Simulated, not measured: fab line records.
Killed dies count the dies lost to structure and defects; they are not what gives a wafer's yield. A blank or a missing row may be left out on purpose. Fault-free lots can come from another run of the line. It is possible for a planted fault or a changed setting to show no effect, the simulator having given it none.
Chamber matching / flow n5Finfet / 4 sister chambers for N5_BEOL_M3_DESCUM_16 on rieDiel-04
The step chemistry O2, time 7 s. 33 wafers are shown with their chamber, then 12 later ones without.

## WAFERS, EACH WITH ITS CHAMBER
wafer=L074.3; chamber=0; throttleValvePct (%)=20.76; drypumpMotorCurrentA (A)=5.9; showerheadPlenumPTorr (Torr)=2.10
wafer=L074.4; chamber=1; throttleValvePct (%)=20.34; drypumpMotorCurrentA (A)=5.3; showerheadPlenumPTorr (Torr)=2.07
wafer=L074.6; chamber=1; throttleValvePct (%)=20.34; drypumpMotorCurrentA (A)=5.2; showerheadPlenumPTorr (Torr)=2.07
wafer=L075.1; chamber=1; throttleValvePct (%)=20.36; drypumpMotorCurrentA (A)=5.2; showerheadPlenumPTorr (Torr)=2.07
wafer=L075.3; chamber=3; throttleValvePct (%)=20.52; drypumpMotorCurrentA (A)=5.2; showerheadPlenumPTorr (Torr)=2.06
wafer=L075.5; chamber=2; throttleValvePct (%)=20.97; drypumpMotorCurrentA (A)=5.7; showerheadPlenumPTorr (Torr)=2.00
wafer=L079.1; chamber=0; throttleValvePct (%)=20.77; drypumpMotorCurrentA (A)=5.9; showerheadPlenumPTorr (Torr)=2.09
wafer=L079.4; chamber=2; throttleValvePct (%)=20.98; drypumpMotorCurrentA (A)=5.7; showerheadPlenumPTorr (Torr)=2.00
wafer=L079.6; chamber=1; throttleValvePct (%)=20.37; drypumpMotorCurrentA (A)=5.3; showerheadPlenumPTorr (Torr)=2.07
wafer=L083.1; chamber=2; throttleValvePct (%)=20.97; drypumpMotorCurrentA (A)=5.7; showerheadPlenumPTorr (Torr)=2.00
wafer=L083.4; chamber=0; throttleValvePct (%)=20.76; drypumpMotorCurrentA (A)=5.9; showerheadPlenumPTorr (Torr)=2.09
wafer=L083.6; chamber=1; throttleValvePct (%)=20.37; drypumpMotorCurrentA (A)=5.2; showerheadPlenumPTorr (Torr)=2.07
wafer=L084.1; chamber=0; throttleValvePct (%)=20.77; drypumpMotorCurrentA (A)=5.9; showerheadPlenumPTorr (Torr)=2.09
wafer=L084.2; chamber=3; throttleValvePct (%)=20.54; drypumpMotorCurrentA (A)=5.2; showerheadPlenumPTorr (Torr)=2.06
wafer=L084.3; chamber=2; throttleValvePct (%)=20.99; drypumpMotorCurrentA (A)=5.7; showerheadPlenumPTorr (Torr)=1.99
wafer=L084.4; chamber=1; throttleValvePct (%)=20.37; drypumpMotorCurrentA (A)=5.2; showerheadPlenumPTorr (Torr)=2.07
wafer=L084.5; chamber=3; throttleValvePct (%)=20.54; drypumpMotorCurrentA (A)=5.2; showerheadPlenumPTorr (Torr)=2.06
wafer=L084.6; chamber=2; throttleValvePct (%)=20.97; drypumpMotorCurrentA (A)=5.7; showerheadPlenumPTorr (Torr)=1.99
wafer=L086.1; chamber=0; throttleValvePct (%)=20.78; drypumpMotorCurrentA (A)=5.9; showerheadPlenumPTorr (Torr)=2.09
wafer=L086.2; chamber=1; throttleValvePct (%)=20.38; drypumpMotorCurrentA (A)=5.2; showerheadPlenumPTorr (Torr)=2.06
wafer=L086.3; chamber=2; throttleValvePct (%)=20.99; drypumpMotorCurrentA (A)=5.7; showerheadPlenumPTorr (Torr)=1.99
wafer=L086.4; chamber=3; throttleValvePct (%)=20.56; drypumpMotorCurrentA (A)=5.1; showerheadPlenumPTorr (Torr)=2.06
wafer=L086.5; chamber=2; throttleValvePct (%)=20.99; drypumpMotorCurrentA (A)=5.7; showerheadPlenumPTorr (Torr)=1.99
wafer=L086.6; chamber=3; throttleValvePct (%)=20.56; drypumpMotorCurrentA (A)=5.2; showerheadPlenumPTorr (Torr)=2.06
wafer=L090.1; chamber=1; throttleValvePct (%)=20.40; drypumpMotorCurrentA (A)=5.3; showerheadPlenumPTorr (Torr)=2.06
wafer=L090.2; chamber=0; throttleValvePct (%)=20.79; drypumpMotorCurrentA (A)=5.9; showerheadPlenumPTorr (Torr)=2.09
wafer=L090.3; chamber=2; throttleValvePct (%)=20.98; drypumpMotorCurrentA (A)=5.7; showerheadPlenumPTorr (Torr)=1.99
wafer=L090.4; chamber=3; throttleValvePct (%)=20.57; drypumpMotorCurrentA (A)=5.1; showerheadPlenumPTorr (Torr)=2.06
wafer=L090.5; chamber=2; throttleValvePct (%)=20.98; drypumpMotorCurrentA (A)=5.7; showerheadPlenumPTorr (Torr)=1.99
wafer=L090.6; chamber=1; throttleValvePct (%)=20.39; drypumpMotorCurrentA (A)=5.2; showerheadPlenumPTorr (Torr)=2.07
wafer=L088.1; chamber=1; throttleValvePct (%)=20.41; drypumpMotorCurrentA (A)=5.2; showerheadPlenumPTorr (Torr)=2.06
wafer=L088.4; chamber=2; throttleValvePct (%)=21.00; drypumpMotorCurrentA (A)=5.7; showerheadPlenumPTorr (Torr)=1.99
wafer=L088.5; chamber=1; throttleValvePct (%)=20.38; drypumpMotorCurrentA (A)=5.2; showerheadPlenumPTorr (Torr)=2.06

SIGNATURES, as means of the wafers listed above
reading=throttleValvePct; chamber 0=20.7717; chamber 1=20.3736; chamber 2=20.9820; chamber 3=20.5483; scatter within a chamber=0.0168
reading=drypumpMotorCurrentA; chamber 0=5.900; chamber 1=5.227; chamber 2=5.700; chamber 3=5.167; scatter within a chamber=0.0348
reading=showerheadPlenumPTorr; chamber 0=2.0917; chamber 1=2.0664; chamber 2=1.9930; chamber 3=2.0600; scatter within a chamber=0.00435
Rule: for a wafer and a chamber, the distance is found by dividing, reading by reading, the gap between the wafer's reading and the chamber's mean by the reading's scatter, squaring, summing and taking the root. If the next closest chamber is less than 2 further off than the closest, the wafer can't be placed; otherwise it belongs to the closest. The scatter: the root of (the sum of the squares of (reading less its chamber's mean) over the shown wafers, divided by (wafers less chambers)).

## WAFERS MISSING THEIR CHAMBER
wafer=L094.3; throttleValvePct (%)=20.71; drypumpMotorCurrentA (A)=5.7; showerheadPlenumPTorr (Torr)=2.25
wafer=L094.4; throttleValvePct (%)=20.72; drypumpMotorCurrentA (A)=5.7; showerheadPlenumPTorr (Torr)=2.25
wafer=L094.6; throttleValvePct (%)=20.40; drypumpMotorCurrentA (A)=5.3; showerheadPlenumPTorr (Torr)=2.06
wafer=L095.2; throttleValvePct (%)=20.71; drypumpMotorCurrentA (A)=5.7; showerheadPlenumPTorr (Torr)=2.25
wafer=L095.5; throttleValvePct (%)=20.71; drypumpMotorCurrentA (A)=5.7; showerheadPlenumPTorr (Torr)=2.25
wafer=L095.6; throttleValvePct (%)=20.59; drypumpMotorCurrentA (A)=5.2; showerheadPlenumPTorr (Torr)=2.05
wafer=L097.1; throttleValvePct (%)=20.58; drypumpMotorCurrentA (A)=5.2; showerheadPlenumPTorr (Torr)=2.05
wafer=L097.2; throttleValvePct (%)=20.43; drypumpMotorCurrentA (A)=5.3; showerheadPlenumPTorr (Torr)=2.06
wafer=L097.3; throttleValvePct (%)=20.71; drypumpMotorCurrentA (A)=5.7; showerheadPlenumPTorr (Torr)=2.25
wafer=L097.4; throttleValvePct (%)=20.82; drypumpMotorCurrentA (A)=5.9; showerheadPlenumPTorr (Torr)=2.08
wafer=L097.5; throttleValvePct (%)=20.40; drypumpMotorCurrentA (A)=5.3; showerheadPlenumPTorr (Torr)=2.06
wafer=L097.6; throttleValvePct (%)=20.71; drypumpMotorCurrentA (A)=5.7; showerheadPlenumPTorr (Torr)=2.25

## WHICH CHAMBER EACH WENT THROUGH
wafer=L094.3; from the rows above=0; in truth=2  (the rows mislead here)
wafer=L094.4; from the rows above=0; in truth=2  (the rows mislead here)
wafer=L094.6; from the rows above=1; in truth=1
wafer=L095.2; from the rows above=0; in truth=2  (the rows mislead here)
wafer=L095.5; from the rows above=0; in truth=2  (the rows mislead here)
wafer=L095.6; from the rows above=3; in truth=3
wafer=L097.1; from the rows above=3; in truth=3
wafer=L097.2; from the rows above=1; in truth=1
wafer=L097.3; from the rows above=0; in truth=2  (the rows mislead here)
wafer=L097.4; from the rows above=0; in truth=0
wafer=L097.5; from the rows above=1; in truth=1
wafer=L097.6; from the rows above=0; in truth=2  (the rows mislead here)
6 of 12 placed correctly. Not placeable from these rows: 0. Wrongly placed: 6.
